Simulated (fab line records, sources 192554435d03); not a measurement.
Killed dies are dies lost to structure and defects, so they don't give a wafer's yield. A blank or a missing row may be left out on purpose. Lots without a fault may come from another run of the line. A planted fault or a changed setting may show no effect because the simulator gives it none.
Chamber matching | flow n5_finfet | N5_FIN_SAQP_PECVD_48 on pecvd-03: 3 sister chambers
The step deposits SiNx from SiH4/NH3/N2, target thk 25 nm, time 22.1 s. 3 wafers are shown with their chamber, then 10 later ones without.

WAFERS WITH THEIR CHAMBER
wafer  | chamber | throttle_valve_pct (%)
L086.4 | 0       | 40.3
L087.1 | 2       | 37.6
L087.4 | 1       | 42.1

WAFERS WITHOUT THEIR CHAMBER
wafer  | throttle_valve_pct (%)
L087.5 | 40.4
L089.3 | 37.6
L089.4 | 37.6
L089.6 | 40.1
L090.4 | 42.3
L090.5 | 37.5
L090.6 | 40.3
L093.1 | 37.7
L093.5 | 41.8
L093.6 | 40.3

WHICH CHAMBER EACH WENT THROUGH
wafer  | from the rows above | in truth
L087.5 | 0                   | 0
L089.3 | 2                   | 2
L089.4 | 2                   | 2
L089.6 | 0                   | 0
L090.4 | 1                   | 1
L090.5 | 2                   | 2
L090.6 | 0                   | 0
L093.1 | 2                   | 2
L093.5 | 1                   | 1
L093.6 | 0                   | 0
Placed correctly: 10 of 10. Can't be placed from these rows: 0. Placed wrongly: 0.
How it was worked out, from the rows above alone: a wafer's distance from a chamber is the root of the sum, over the readings, of the square of ((its reading less the chamber's mean) divided by the reading's scatter). The wafer belongs to the nearest chamber; if the next one is less than 2 further off, it can't be placed. A chamber's mean is the mean of its shown wafers. The scatter: with one shown wafer a chamber, the root of the mean of the squares of how far each hidden wafer lies from its nearest shown one.
